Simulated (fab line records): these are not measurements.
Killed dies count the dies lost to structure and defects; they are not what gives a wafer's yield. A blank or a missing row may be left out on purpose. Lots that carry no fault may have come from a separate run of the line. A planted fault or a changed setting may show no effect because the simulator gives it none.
fab line records + flow nand-harc
record
- lots=7
- wafers=18
- last-day=32
route steps=1302 shown A_STAIRCASE@660 END@1302
lots with no fault: from the same line, run without faults
start-h: hours from the record's opening day to when the first of the lot's shown wafers began + wait-h: how many hours have passed since the lot's step before this one + " repeats the value in the row above + L1.1+2: a single row standing in for several wafers + - no value present, or no start provided + * or withheld: withheld + < > ~ a bound
route shown NAME@n: NAME is a module with steps in the file, n the number in the route of the first one + usual: average and standard deviation across the fault-free wafers + same: alike in all rows + chamber/n: place in a boat + sites: per-site readings + _std_site: the values' standard deviation + _edge_site: outer sites' mean less inner sites' + radius-mm: for every site, how far away it sits from the centre of the wafer + mask NAME#n: copy n + behind: the last tool/chamber to shape the wafer + hold: reason for holding the lot/hours on hold/outcome of the hold + device: which transistor (n, p or np) failed to switch + end of line: tests of these same wafers at the route's end + a step given without rows: its recipe and nothing more + killed: the dies lost at the first sort to structure and to defects; this is not the yield of the wafer + map: per-die view of a wafer (x killed, . not killed, _ where there is no die)
set.NAME: setting as actually run; set.NAME@STEP: the setting as run at that earlier step + model.NAME: the simulator's own value behind a step, which no gauge read
lots at some steps of the route; a table a step, a row a wafer
services: from which hour (start-h, from the record's first day; less than 0 if before it) a tool's chamber was out of use, for how many hours, and why
## steps
# step NHARC_A_STAIRCASE_SOFTBAKE_04
# recipe
- temp-c=135
- time-s=170
# step NHARC_A_STAIRCASE_EBR_05
# step NHARC_A_STAIRCASE_EXPOSE_06
# recipe
- na=0.5
- dose-mj=25.43
- mask-id=STAIR
# step NHARC_A_STAIRCASE_PEB_07
# recipe
- peb-temp-c=115
- peb-time-s=130
# step NHARC_A_STAIRCASE_DEVELOP_08
# recipe
- time-s=140
# step NHARC_A_STAIRCASE_HARDBAKE_10
# recipe
- temp-c=120
- time-s=140
# step NHARC_A_STAIRCASE_DESCUM_11
# recipe
- time-s=3
- o2-flow-sccm=200
- ar-flow-sccm=0
- bias-power-w=0
- chemistry=O2
# usual
- drypump-motor-current-A=5.6/0.5
- oes-product-au=1.002/0.016
- rf-vpp-V=57.8/0.88
- showerhead-plenum-p-Torr=1.91/0.11
- throttle-valve-pct=11.311/0.0082
| lot.wafer | tool        | chamber | start-h | wait-h | drypump-motor-current-A | oes-product-au | rf-hours-counter-h | rf-vpp-V | showerhead-plenum-p-Torr | throttle-valve-pct |
|-----------|-------------|---------|---------|--------|-------------------------|----------------|--------------------|----------|--------------------------|--------------------|
| L480.4    | rie-diel-06 | 3       | 350.71  | -      | 5.7                     | 1.009          | 9                  | 56.5     | 1.79                     | 11.313             |
| L480.3    | "           | 0       | "       | "      | 5.8                     | 1.010          | 9                  | 56.0     | 1.80                     | 11.307             |
| L480.1    | "           | 2       | "       | "      | 5.5                     | 1.001          | 8                  | 57.0     | 1.89                     | 11.311             |
| L481.4    | rie-diel-01 | 2       | 368.83  | -      | 6.7                     | 0.980          | 51                 | 57.2     | 2.04                     | 11.313             |
| L481.1    | "           | 3       | "       | "      | 5.8                     | 1.003          | 48                 | 58.5     | 1.90                     | 11.324             |
| L481.5    | "           | 0       | "       | "      | 5.8                     | 0.996          | -                  | 58.4     | 1.99                     | 11.311             |
| L487.3    | rie-diel-01 | 3       | 432.17  | -      | 5.7                     | 1.005          | 11                 | 59.1     | 1.89                     | 11.305             |
| L487.1    | "           | 1       | "       | "      | 5.2                     | 0.997          | 13                 | 58.5     | 2.07                     | 11.306             |
| L488.2    | rie-diel-01 | 1       | 446.63  | -      | 5.2                     | 0.995          | 18                 | 57.4     | 2.07                     | 11.312             |
| L488.4    | "           | 2       | "       | "      | 6.7                     | 1.009          | -                  | 59.9     | 2.03                     | 11.329             |
| L490.2    | rie-diel-01 | 2       | 459.77  | -      | 6.7                     | 1.014          | 23                 | 58.0     | 2.03                     | 11.315             |
| L490.4    | "           | 2       | "       | "      | 6.7                     | 1.001          | -                  | 58.2     | 2.03                     | 11.298             |
| L496.2    | rie-diel-11 | 1       | 535.12  | -      | 4.9                     | 0.965          | 22                 | 58.5     | 2.07                     | 11.318             |
| L496.1    | "           | 2       | "       | "      | 5.9                     | 0.989          | 28                 | 58.1     | 1.89                     | 11.302             |
| L496.6    | "           | 0       | "       | "      | 4.7                     | 1.019          | -                  | 57.4     | 1.87                     | 11.314             |
| L499.2    | rie-diel-06 | 2       | 563.62  | -      | 5.6                     | 1.037          | 27                 | 56.6     | 1.87                     | 11.314             |
| L499.5    | "           | 0       | "       | "      | 5.7                     | 0.989          | -                  | 57.6     | 1.78                     | 11.297             |
| L499.6    | "           | 1       | "       | "      | 6.0                     | 1.016          | -                  | 59.3     | 2.07                     | 11.303             |
# step NHARC_A_STAIRCASE_TRIM_12
# recipe
- time-s=211.2
- o2-flow-sccm=500
- ar-flow-sccm=0
- bias-w=0
- chemistry=O2
# usual
- drypump-motor-current-A=5.7/0.47
- oes-product-au=1.004/0.015
- rf-vpp-V=57.8/0.95
- run-length-s=232.6/0.41
- showerhead-plenum-p-Torr=3.53/0.18
- throttle-valve-pct=17.036/0.0089
| lot.wafer | tool        | chamber | start-h | wait-h | drypump-motor-current-A | oes-product-au | rf-hours-counter-h | rf-vpp-V | run-length-s | showerhead-plenum-p-Torr | throttle-valve-pct |
|-----------|-------------|---------|---------|--------|-------------------------|----------------|--------------------|----------|--------------|--------------------------|--------------------|
| L480.1    | rie-diel-06 | 0       | 350.81  | 0.1    | 5.8                     | 1.010          | 9                  | 57.8     | 232.6        | 3.33                     | 17.049             |
| L480.4    | "           | 1       | "       | "      | 6.0                     | 1.018          | 8                  | 57.4     | 233.0        | 3.30                     | 17.037             |
| L480.3    | "           | 2       | "       | "      | 5.6                     | 1.001          | 8                  | 58.4     | 232.4        | 3.49                     | 17.033             |
| L481.4    | rie-diel-01 | 1       | 368.90  | 0.1    | 5.3                     | 0.995          | 51                 | 56.2     | 233.0        | 3.26                     | 17.034             |
| L481.1    | "           | 2       | "       | "      | 6.7                     | 0.990          | 51                 | 59.1     | 232.5        | 3.75                     | 17.052             |
| L481.5    | "           | 2       | "       | "      | 6.8                     | 0.989          | -                  | 58.3     | 232.6        | 3.75                     | 17.034             |
| L487.1    | rie-diel-01 | 0       | 432.24  | 0.1    | 5.8                     | 1.017          | 14                 | 59.0     | 233.1        | 3.65                     | 17.046             |
| L487.3    | "           | 3       | "       | "      | 5.7                     | 1.004          | 11                 | 57.0     | 232.7        | 3.49                     | 17.030             |
| L488.2    | rie-diel-01 | 1       | 446.89  | 0.2    | 5.3                     | 0.995          | 18                 | 57.8     | 232.7        | 3.80                     | 17.024             |
| L488.4    | "           | 2       | "       | "      | 6.7                     | 1.016          | -                  | 59.0     | 232.6        | 3.73                     | 17.044             |
| L490.2    | rie-diel-01 | 2       | 460.01  | 0.2    | 6.7                     | 1.018          | 23                 | 58.3     | 232.4        | 3.73                     | 17.035             |
| L490.4    | "           | 1       | "       | "      | 5.3                     | 0.996          | -                  | 58.5     | 232.8        | 3.79                     | 17.038             |
| L496.2    | rie-diel-11 | 2       | 535.19  | 0.1    | 5.9                     | 0.991          | 28                 | 58.4     | 231.8        | 3.49                     | 17.047             |
| L496.1    | "           | 0       | "       | "      | 4.7                     | 1.028          | 32                 | 57.6     | 232.2        | 3.44                     | 17.049             |
| L496.6    | "           | 2       | "       | "      | 5.9                     | 0.992          | -                  | 58.8     | 232.0        | 3.49                     | 17.038             |
| L499.2    | rie-diel-06 | 0       | 563.73  | 0.1    | 5.7                     | 0.982          | 26                 | 56.3     | 232.6        | 3.29                     | 17.036             |
| L499.6    | "           | 1       | "       | "      | 6.0                     | 1.014          | -                  | 58.3     | 232.8        | 3.79                     | 17.036             |
| L499.5    | "           | 2       | "       | "      | 5.5                     | 1.035          | -                  | 56.7     | 232.4        | 3.45                     | 17.029             |
# step NHARC_A_STAIRCASE_ETCH_13
# recipe
- target-depth-a=1000
- time-s=40.5
- ion-energy-ev=400
- c4f8-flow-sccm=20
- o2-flow-sccm=10
- ar-flow-sccm=withheld
- rf-w=600
- bias-w=1000
- chemistry=C4F8/O2
# usual
- oes-product-au=0.944/0.019
- rf-vpp-V=896/6.7
| lot.wafer | tool        | chamber | start-h | wait-h | oes-product-au | rf-hours-counter-h | rf-vpp-V |
|-----------|-------------|---------|---------|--------|----------------|--------------------|----------|
| L480.1    | rie-diel-06 | 0       | -       | -      | 0.954          | 9                  | 888      |
| L480.3    | "           | 1       | "       | "      | 0.979          | 8                  | 887      |
| L480.4    | "           | 3       | "       | "      | 0.952          | 9                  | 888      |
| L481.4    | rie-diel-01 | 0       | -       | -      | 0.947          | 48                 | 901      |
| L481.1    | "           | 1       | "       | "      | 0.942          | 51                 | 887      |
| L481.5    | "           | 3       | "       | "      | 0.963          | -                  | 896      |
| L487.1    | rie-diel-01 | 2       | -       | -      | 0.954          | 10                 | 903      |
| L487.3    | "           | 3       | "       | "      | 0.951          | 11                 | 895      |
| L488.2    | rie-diel-01 | 2       | -       | -      | 0.944          | 16                 | 904      |
| L488.4    | "           | 2       | "       | "      | 0.934          | -                  | 904      |
| L490.2    | rie-diel-01 | 3       | -       | -      | 0.928          | 26                 | 893      |
| L490.4    | "           | 2       | "       | "      | 0.944          | -                  | 904      |
| L496.2    | rie-diel-11 | 0       | -       | -      | 0.947          | 32                 | 894      |
| L496.1    | "           | 2       | "       | "      | 0.927          | 28                 | 895      |
| L496.6    | "           | 0       | "       | "      | 0.953          | -                  | 891      |
| L499.2    | rie-diel-06 | 2       | -       | -      | 0.984          | 27                 | 893      |
| L499.5    | "           | 1       | "       | "      | 0.949          | -                  | 905      |
| L499.6    | "           | 2       | "       | "      | 0.978          | -                  | 895      |
# step NHARC_A_STAIRCASE_TRIM_14
# recipe
- time-s=211.2
- o2-flow-sccm=500
- ar-flow-sccm=0
- bias-w=0
- chemistry=O2
# step NHARC_A_STAIRCASE_ETCH_15
# recipe
- target-depth-a=1000
- time-s=40.5
- ion-energy-ev=400
- c4f8-flow-sccm=20
- o2-flow-sccm=10
- ar-flow-sccm=withheld
- rf-w=600
- bias-w=1000
- chemistry=C4F8/O2
# usual
- oes-product-au=0.946/0.018
- rf-vpp-V=896/6.6
| lot.wafer | tool        | chamber | start-h | wait-h | oes-product-au | rf-hours-counter-h | rf-vpp-V |
|-----------|-------------|---------|---------|--------|----------------|--------------------|----------|
| L480.3    | rie-diel-06 | 3       | -       | -      | 0.950          | 10                 | 888      |
| L480.1    | "           | 1       | "       | "      | 0.959          | 8                  | 888      |
| L480.4    | "           | 2       | "       | "      | 0.954          | 8                  | 894      |
| L481.1    | rie-diel-01 | 2       | -       | -      | 0.934          | 51                 | 904      |
| L481.4    | "           | 3       | "       | "      | 0.952          | 48                 | 896      |
| L481.5    | "           | 1       | "       | "      | 0.940          | -                  | 887      |
| L487.1    | rie-diel-01 | 1       | -       | -      | 0.941          | 13                 | 905      |
| L487.3    | "           | 2       | "       | "      | 0.957          | 10                 | 904      |
| L488.2    | rie-diel-01 | 1       | -       | -      | 0.933          | 18                 | 905      |
| L488.4    | "           | 1       | "       | "      | 0.929          | -                  | 905      |
| L490.4    | rie-diel-01 | 0       | -       | -      | 1.009          | 20                 | 901      |
| L490.2    | "           | 2       | "       | "      | 0.942          | 23                 | 902      |
| L496.2    | rie-diel-11 | 0       | -       | -      | 0.959          | 32                 | 892      |
| L496.1    | "           | 3       | "       | "      | 0.943          | 33                 | 893      |
| L496.6    | "           | 1       | "       | "      | 0.911          | -                  | 905      |
| L499.2    | rie-diel-06 | 0       | -       | -      | 0.922          | 26                 | 887      |
| L499.6    | "           | 1       | "       | "      | 0.952          | -                  | 907      |
| L499.5    | "           | 2       | "       | "      | 0.964          | -                  | 893      |
# step NHARC_A_STAIRCASE_TRIM_16
# recipe
- time-s=211.2
- o2-flow-sccm=500
- ar-flow-sccm=0
- bias-w=0
- chemistry=O2
# usual
- drypump-motor-current-A=5.7/0.48
- oes-product-au=1.003/0.016
- rf-vpp-V=57.7/0.89
- run-length-s=232.5/0.4
- showerhead-plenum-p-Torr=3.52/0.18
- throttle-valve-pct=17.037/0.011
| lot.wafer | tool        | chamber | start-h | wait-h | drypump-motor-current-A | oes-product-au | rf-hours-counter-h | rf-vpp-V | run-length-s | showerhead-plenum-p-Torr | throttle-valve-pct |
|-----------|-------------|---------|---------|--------|-------------------------|----------------|--------------------|----------|--------------|--------------------------|--------------------|
| L480.1    | rie-diel-06 | 1       | 351.26  | -      | 6.0                     | 1.023          | 8                  | 56.7     | 232.9        | 3.30                     | 17.016             |
| L480.3    | "           | 3       | "       | "      | 5.7                     | 1.032          | 10                 | 56.4     | 232.2        | 3.31                     | 17.046             |
| L480.4    | "           | 0       | "       | "      | 5.8                     | 1.010          | 9                  | 57.1     | 232.9        | 3.33                     | 17.039             |
| L481.4    | rie-diel-01 | 2       | 369.37  | -      | 6.7                     | 0.999          | 51                 | 58.1     | 232.4        | 3.75                     | 17.032             |
| L481.1    | "           | 0       | "       | "      | 5.8                     | 1.011          | 48                 | 57.3     | 232.8        | 3.66                     | 17.042             |
| L481.5    | "           | 2       | "       | "      | 6.7                     | 1.002          | -                  | 59.3     | 232.4        | 3.75                     | 17.050             |
| L487.3    | rie-diel-01 | 1       | 432.72  | -      | 5.3                     | 0.980          | 13                 | 57.8     | 232.8        | 3.80                     | 17.038             |
| L487.1    | "           | 3       | "       | "      | 5.7                     | 0.993          | 11                 | 57.8     | 296.2        | 3.49                     | 17.024             |
| L488.2    | rie-diel-01 | 3       | 447.42  | -      | 5.7                     | 0.996          | 19                 | 58.8     | 233.0        | 3.49                     | 17.013             |
| L488.4    | "           | 3       | "       | "      | 5.7                     | 1.000          | -                  | 57.6     | 296.1        | 3.49                     | 17.031             |
| L490.2    | rie-diel-01 | 1       | 460.63  | -      | 5.3                     | 0.996          | 26                 | 59.6     | 232.9        | 3.79                     | 17.034             |
| L490.4    | "           | 2       | "       | "      | 6.7                     | 1.005          | 23                 | 58.3     | 295.6        | 3.73                     | 17.047             |
| L496.1    | rie-diel-11 | 2       | 535.71  | -      | 5.9                     | 0.990          | 28                 | 57.9     | 232.3        | 3.49                     | 17.040             |
| L496.2    | "           | 1       | "       | "      | 4.9                     | 0.959          | 22                 | 57.6     | 231.8        | 3.80                     | 17.035             |
| L496.6    | "           | 2       | "       | "      | 5.9                     | 0.988          | -                  | 57.7     | 231.8        | 3.49                     | 17.035             |
| L499.2    | rie-diel-06 | 1       | 564.18  | -      | 6.0                     | 1.021          | 28                 | 57.8     | 233.0        | 3.79                     | 17.048             |
| L499.5    | "           | 1       | "       | "      | 6.0                     | 1.013          | -                  | 58.5     | 233.5        | 3.79                     | 17.049             |
| L499.6    | "           | 2       | "       | "      | 5.6                     | 1.026          | -                  | 57.4     | 232.6        | 3.45                     | 17.036             |
# step NHARC_A_STAIRCASE_ETCH_17
# recipe
- target-depth-a=1000
- time-s=40.5
- ion-energy-ev=400
- c4f8-flow-sccm=20
- o2-flow-sccm=10
- ar-flow-sccm=withheld
- rf-w=600
- bias-w=1000
- chemistry=C4F8/O2
# usual
- oes-product-au=0.944/0.016
- rf-vpp-V=896/6.9
| lot.wafer | tool        | chamber | start-h | wait-h | oes-product-au | rf-hours-counter-h | rf-vpp-V |
|-----------|-------------|---------|---------|--------|----------------|--------------------|----------|
| L480.1    | rie-diel-06 | 3       | -       | -      | 0.957          | 10                 | 889      |
| L480.3    | "           | 0       | "       | "      | 0.958          | 9                  | 889      |
| L480.4    | "           | 1       | "       | "      | 0.960          | 8                  | 887      |
| L481.4    | rie-diel-01 | 3       | -       | -      | 0.945          | 48                 | 895      |
| L481.1    | "           | 0       | "       | "      | 0.940          | 48                 | 900      |
| L481.5    | "           | 1       | "       | "      | 0.942          | -                  | 886      |
| L487.3    | rie-diel-01 | 1       | -       | -      | 0.937          | 13                 | 907      |
| L487.1    | "           | 2       | "       | "      | 0.950          | 10                 | 902      |
| L488.2    | rie-diel-01 | 1       | -       | -      | 0.943          | 19                 | 907      |
| L488.4    | "           | 2       | "       | "      | 0.950          | -                  | 904      |
| L490.4    | rie-diel-01 | 0       | -       | -      | 0.963          | 20                 | 900      |
| L490.2    | "           | 1       | "       | "      | 0.925          | 26                 | 906      |
| L496.2    | rie-diel-11 | 3       | -       | -      | 0.945          | 33                 | 894      |
| L496.1    | "           | 0       | "       | "      | 0.955          | 32                 | 894      |
| L496.6    | "           | 1       | "       | "      | 0.924          | -                  | 906      |
| L499.2    | rie-diel-06 | 1       | -       | -      | 0.955          | 28                 | 905      |
| L499.6    | "           | 1       | "       | "      | 0.946          | -                  | 904      |
| L499.5    | "           | 2       | "       | "      | 0.971          | -                  | 892      |
# step NHARC_END_SORT_01
# recipe
- temp-c=25
# usual
- killed-at-array=54/12
- killed-at-other=0.7/1.1
- killed-at-periphery=3.9/2.8
- killed-dies=59/13
- killed-open=3.4/2
- killed-short=2.5/1.7
# same
- gross-dies=677
| lot.wafer | tool      | chamber | start-h | wait-h | killed-at-array | killed-at-other | killed-at-periphery | killed-dies | killed-open | killed-short |
|-----------|-----------|---------|---------|--------|-----------------|-----------------|---------------------|-------------|-------------|--------------|
| L488.4    | prober-01 | 0       | 654.26  | 3.4    | 469             | 4               | 2                   | 475         | 4           | 0            |
| L490.4    | prober-01 | 0       | 668.34  | 3.4    | 487             | 0               | 6                   | 493         | 1           | 0            |
# killed by level:class
L488.4 A_STAIRCASE:area-trim=409 A_SLIT:chamber-film-flake=31 A_CHANNEL_HOLE_D2:chamber-film-flake=12 A_CHANNEL_HOLE_D1:chamber-film-flake=4 A_BLC:chamber-film-flake=4 THIN_TSV:chamber-film-flake=3 P_BONDPAD:chamber-film-flake=2 A_CHANNEL_FILL_D2:chamber-film-flake=2
L490.4 A_STAIRCASE:area-trim=444 A_SLIT:chamber-film-flake=24 A_CHANNEL_HOLE_D2:chamber-film-flake=6 A_CONTACT:chamber-film-flake=4 P_CONTACT:chamber-film-flake=3 A_CHANNEL_HOLE_D1:chamber-film-flake=3 P_ZERO_WELL:chamber-film-flake=2 A_STAIRCASE:chamber-film-flake=2
# map L488.4 (x killed, . not)
____________x____________
_________xxxxxxx_________
_______xxxxxxxxxxx_______
______xxxxxxxxxxxxx______
_____xxxxxxxxxxxxxxx_____
____xxxxxxxxxxxxxxxxx____
____xxxxxxxx..xx.xxxx____
___xxxx..x.xxxx.xxxxxx___
___xxxxxxxxxxx.xxxxxxx___
__xxxxxxxx..xxxxxxxxxxx__
__xxxx.x..x.x.xxxxxxxxx__
_xxxx..x.......xxxxxxxxx_
_xxxxxx....x.....xxxxxxx_
_xxx..x..x....x.xxxxxxxx_
_xxxxxx.....xx.xxxxxxxxx_
_xx.x.......x..x..xxxxxx_
xxxxxx...x..x....xxxxxxxx
xx.xx...x........x.xxxxxx
xxxxxx..........xxxxxxxxx
xxx.....x.x...x...xx.xxxx
xxxx....x.......xxxxxxxxx
_xxx..........xxxx.xxxxx_
_xxxx..........x..xxxxxx_
_xxxx....x....x..xxxxxxx_
_xx.x.xx.......xx.xxxxxx_
_xx...x..x...x.x..xxxxxx_
__xx...........x.xxxxxx__
__xxxx.xxx...x.xxxxxxxx__
___x.xxx....xx.xxxxxxx___
___xxx.xxx...xxxxxxxxx___
____xxxx.x.xxxxxxxxxx____
____xxx.xx.xxxxxxxxxx____
_____xxxxxxxxxxx.xxx_____
______xxxxxxxxxxxxx______
_______xxxxxxxxxxx_______
_________xxxxxxx_________
____________x____________
# map L490.4 (x killed, . not)
____________x____________
_________.xxxxxx_________
_______x.xx.xxxx.x_______
______xx..xxxxxxxxx______
_____xxxxxxx.xxxxxxx_____
____xxxxxx.xxxxxxxxxx____
____.x.x.xx.xx..xxxxx____
___xxxx.x...x..x.xxxxx___
___xxxxx.x.xxx...xxx.x___
__xxx.xxxx..x.xxx.xxxxx__
__xxxxx..x..x.x...x.xxx__
_xxxxxx....xx...xxxxx.xx_
_xxxx.xx......x...xxxxxx_
_xxxxx......x.xx..xxxxxx_
_xxxx.x....x..x..xxxxxxx_
_xxxx.......x...xx.x.xxx_
xxxxx.x....x.....xx.xxxxx
xxx.xxx.......x....xx.xxx
xxx..xx......x.x...xxxxxx
xxxxx.x..........xxxxxxxx
xx...x..........xxxxxxxxx
_xxxxxxx.........xxxxxxx_
_xxx.xxx..x..xx..xxxxxxx_
_xxxx..xxx.x..xxxxxxxxxx_
_xxx..xx.xxx.xxx.xxxxxxx_
_xxxxxxxxxxx.x.xxxxxxxxx_
__xxx.xxxx.x.x.xxxxxxxx__
__xxxxxxxxx.xxxxxxxxxxx__
___xxxxxxxxxxxxxxxxxxx___
___xxxxxxxxx.xxxxxxxxx___
____xxxxxxxxxxxxxxxxx____
____xxxxxxxxxxxxxxxxx____
_____xxxxxx.xxxxxxxx_____
______xxxxxxxxxxxxx______
_______xxxxxxxxxxx_______
_________xxxxxxx_________
____________x____________
## services
| tool        | chamber | start-h | hours | kind                          |
|-------------|---------|---------|-------|-------------------------------|
| rie-diel-11 | 3       | 330.71  | 3.4   | repair                        |
| rie-diel-01 | 0       | 336.59  | -     | clean                         |
| rie-diel-01 | 1       | 336.59  | -     | clean                         |
| rie-diel-01 | 2       | 336.59  | -     | clean                         |
| rie-diel-01 | 3       | 336.59  | -     | clean                         |
| rie-diel-01 | 0       | 361.09  | -     | clean                         |
| rie-diel-01 | 1       | 361.09  | -     | clean                         |
| rie-diel-01 | 2       | 361.09  | -     | clean                         |
| rie-diel-01 | 3       | 361.09  | -     | clean                         |
| rie-diel-01 | -       | 382.14  | 9.0   | pm                            |
| rie-diel-01 | 0       | 382.14  | 9.0   | vent-cycle                    |
| rie-diel-01 | 1       | 382.14  | 9.0   | vent-cycle                    |
| rie-diel-01 | 2       | 382.14  | 9.0   | vent-cycle                    |
| rie-diel-01 | 3       | 382.14  | 9.0   | vent-cycle                    |
| rie-diel-01 | 0       | 391.14  | -     | clean                         |
| rie-diel-01 | 1       | 391.14  | -     | clean                         |
| rie-diel-01 | 1       | 391.14  | -     | consumable-replace:showerhead |
| rie-diel-01 | 2       | 391.14  | -     | clean                         |
| rie-diel-11 | -       | 434.35  | 9.0   | pm                            |
| rie-diel-01 | 0       | 441.28  | 19.2  | repair                        |
| rie-diel-01 | 2       | 464.25  | 5.7   | repair                        |
| rie-diel-06 | 0       | 471.24  | 7.3   | repair                        |
| rie-diel-06 | -       | 484.20  | 9.0   | pm                            |
| rie-diel-01 | -       | 559.14  | 9.0   | pm                            |
## key
first-sign
- step=NHARC_A_STAIRCASE_TRIM_16
- reading=run-length-s
- direction=up
- sigmas=99+
- usual=*
- struck=*
effect
- step=NHARC_END_SORT_01
- reading=killed-at-array
- direction=up
- sigmas=34
- usual=54
- struck=478
more-kills-born-at
- NHARC_A_STAIRCASE_TRIM_16@rie-diel-01=853
met-at NHARC_A_STAIRCASE_TRIM_16
struck-wafers L487.1,L488.4,L490.4
later-rows-left-out L487.1,L488.4,L490.4
sort-left-out L487.1
tester-left-out L487,L488,L490
onset-between 369.37 432.72
fault
- kind=process-parameter-drift
- tool=rie-diel-01
- chamber=-
- onset-h=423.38
- steps=NHARC_A_STAIRCASE_TRIM_16
- channel=time-s
- offset=*
- shape=step
- end-h=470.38
- scope=struck-wafers-only
- acts-in=*
- stated=*
# tester-left-out: of these lots the tester's yield and bins aren't shown, on N5 and GAA mostly nor the transistor test; their killed dies are dies lost to structure and defects alone, not to doping, threshold or leakage, so they don't give the yield
# sort-left-out: the simulated sort isn't trusted on such a fault, so these wafers' sort isn't shown, and their yield isn't known
# later-rows-left-out: the simulator's readings of these wafers behind a module that went badly wrong aren't trusted and aren't shown, but for the sort
